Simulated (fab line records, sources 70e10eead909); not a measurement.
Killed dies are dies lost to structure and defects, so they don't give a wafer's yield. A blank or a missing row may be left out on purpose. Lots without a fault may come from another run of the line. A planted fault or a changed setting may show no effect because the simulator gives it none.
A struck lot beside a sound one | flow nand_harc | 37 steps out of a route of 1302
Sound: wafers L693.1, L693.2, L693.3. Struck: wafers L684.2, L684.3, L684.6. The cause comes at the end.
At each step with rows: each side's tool, then ch and its chambers, then its first start. Under that, the readings that differ: sound wafers | struck wafers | difference of the means | sigmas: that difference in standard deviations of wafers without a fault.
alike: readings whose means differ by less than 2 such deviations, and words and numbers that are the same on both sides. not compared: withheld readings, readings that some wafer has no value for, bounds like >300 that may hide the same value, and numbers for which the record gives no deviation and whose values overlap.
The two part at a step that has a row with sigmas, a row that says differs or no value, or rows on one side only. Numbers that don't overlap but have no deviation are shown without sigmas and don't part them. A reading that every wafer of one side lacks parts them only if that side has two wafers or more.

first, 5 steps without rows for these wafers: NHARC_A_SGD_CUT_PRECLEAN_18 (cleans in SC1); NHARC_A_SGD_CUT_SRD_19; NHARC_A_SGD_CUT_DEP_20 (deposits SiO2, target thk 150 nm); NHARC_A_SGD_CUT_ANNEAL_27 (time 1800 s); NHARC_A_SGD_CUT_CMP_21 (polishes, target thk 148.19 nm).
NHARC_A_SGD_CUT_THK_MEAS_22: measures by ellipsometry.
  sound on film_metro-02, day 27 02:59; struck on film_metro-01, day 22 10:16
  alike: thk_nm
then, 2 steps without rows for these wafers: NHARC_A_SGD_CUT_SRD_23; NHARC_A_SGD_CUT_ETCH_26 (etches SiO2 in dHF, target depth 45.8 nm).
NHARC_A_SGD_CUT_ETCHBACK_24: etches the open film in CH3F/O2, target depth 50 nm, time 92.857 s.
  sound on rie_diel-13 ch 0,1,2, day 27 03:12; struck on rie_diel-13 ch 0,2,3, day 22 10:31
  alike: drypump_motor_current_A, oes_product_au, rf_vpp_V, showerhead_plenum_p_Torr, throttle_valve_pct
  not compared: rf_hours_counter_h
then, 1 step without rows for these wafers: NHARC_A_SGD_CUT_STRIP_28 (strips in O2, time 20 s).
NHARC_A_SGD_CUT_INSPECT_25:
  sound on defect_inspect-02, day 27 03:26; struck on defect_inspect-01, day 22 10:44
  alike: raw_defect_count
then, 1 step without rows for these wafers: NHARC_A_SLIT_DEP_25 (deposits SiO2, target thk 200 nm).
NHARC_A_SLIT_DEP_00: deposits aC, target thk 6200 nm.
  sound on acl_dep-02 ch 0, day 27 04:49; struck on acl_dep-01 ch 0, day 22 12:02
  alike: throttle_valve_pct
then, 9 steps without rows for these wafers: NHARC_A_SLIT_DEP_23 (deposits SiON, target thk 100 nm); NHARC_A_SLIT_DEHYDRATE_01 (time 120 s); NHARC_A_SLIT_HMDS_02 (time 30 s); NHARC_A_SLIT_COAT_03 (resist thk 90 nm); NHARC_A_SLIT_SOFTBAKE_04 (time 55 s); NHARC_A_SLIT_EBR_05; NHARC_A_SLIT_EXPOSE_06 (exposes mask SLIT); NHARC_A_SLIT_PEB_07 (peb time 65 s); NHARC_A_SLIT_DEVELOP_08 (develop time 35 s).
NHARC_A_SLIT_CD_MEAS_09: target cd 300 nm.
  sound on cd_sem-02 ch 0, day 27 09:20; struck on cd_sem-01 ch 0, day 22 15:44
  alike: cd_nm
NHARC_A_SLIT_OVL_MEAS_10:
  sound on overlay-01, day 27 09:26; struck on overlay-02, day 22 15:49
  alike: overlay_x_nm, overlay_y_nm
NHARC_A_SLIT_INSPECT_11:
  sound on defect_inspect-01, day 27 09:28; struck on defect_inspect-02, day 22 15:51
  alike: raw_defect_count
then, 2 steps without rows for these wafers: NHARC_A_SLIT_DESCUM_14 (chemistry O2, time 3 s); NHARC_A_SLIT_ETCH_24 (etches the open film in CF4/CHF3, target depth 121 nm, time 60.5 s).
NHARC_A_SLIT_ETCH_15: etches the open film in O2/COS, target depth 6200 nm, time 1612 s.
  sound on rie_diel-11 ch 0,2,3; struck on rie_diel-11 ch 0,1,3
  alike: drypump_motor_current_A, oes_product_au, rf_vpp_V, showerhead_plenum_p_Torr, throttle_valve_pct
  not compared: rf_hours_counter_h
then, 1 step without rows for these wafers: NHARC_A_SLIT_ETCH_17 (etches the open film in C4F8/O2/Ar, time 4254.5 s, target depth 20300 nm).
NHARC_A_SLIT_ETCH_26: etches the open film in C4F8/O2/Ar, time 90 s, target depth 400 nm.
  sound on har_etch-02 ch 0,1, day 27 14:23; struck on har_etch-01 ch 1, day 22 20:47
  reading                     | sound          | struck         | difference | sigmas
  drypump_motor_current_A (A) | 5.48 5.25 5.48 | 4.94 4.93 4.93 | -0.47      | -2
  alike: showerhead_plenum_p_Torr, throttle_valve_pct
  not compared: rf_hours_counter_h
then, 1 step without rows for these wafers: NHARC_A_SLIT_STRIP_28 (strips in O2/COS).
NHARC_A_SLIT_ETCH_29: etches the open film in CF4/O2, target depth 100 nm, overetch 10 nm, time 55 s.
  sound on rie_diel-11 ch 0,1,3, day 27 15:17; struck on rie_diel-04 ch 0,3, day 22 21:38
  alike: drypump_motor_current_A, oes_product_au, rf_vpp_V, showerhead_plenum_p_Torr, throttle_valve_pct
  not compared: rf_hours_counter_h
NHARC_A_SLIT_STRIP_18: strips in O2.
  sound on rie_diel-11 ch 0,1,3; struck on rie_diel-04 ch 1,2,3
  alike: drypump_motor_current_A, oes_product_au, rf_vpp_V, showerhead_plenum_p_Torr, throttle_valve_pct
  not compared: rf_hours_counter_h
then, 2 steps without rows for these wafers: NHARC_A_SLIT_PRECLEAN_19 (cleans in SC1); NHARC_A_SLIT_SRD_20.
NHARC_A_SLIT_CD_MEAS_21:
  sound on cd_sem-01, day 27 15:49; struck on cd_sem-03, day 22 22:11
  alike: cd_nm
-- the record jumps here: 5 days lie between the struck wafers' starts before and after (it left off in module A_SLIT and takes up again in module END, whose first step shown is number 1302 of the route) --
NHARC_END_SORT_01:
  sound on prober-01 ch 0, day 32 02:01; struck on prober-01 ch 0, day 27 14:28
  reading         | sound    | struck      | difference | sigmas
  killed_at_array | 78 71 87 | 557 570 590 | +494       | +25
  killed_dies     | 82 76 89 | 560 577 592 | +494       | +25
  alike: killed_at_other, killed_at_periphery, killed_open, killed_short

WHERE THEY PART
First at NHARC_A_SLIT_ETCH_26; last, within this record, at NHARC_END_SORT_01.

WHY: what the simulator had put in
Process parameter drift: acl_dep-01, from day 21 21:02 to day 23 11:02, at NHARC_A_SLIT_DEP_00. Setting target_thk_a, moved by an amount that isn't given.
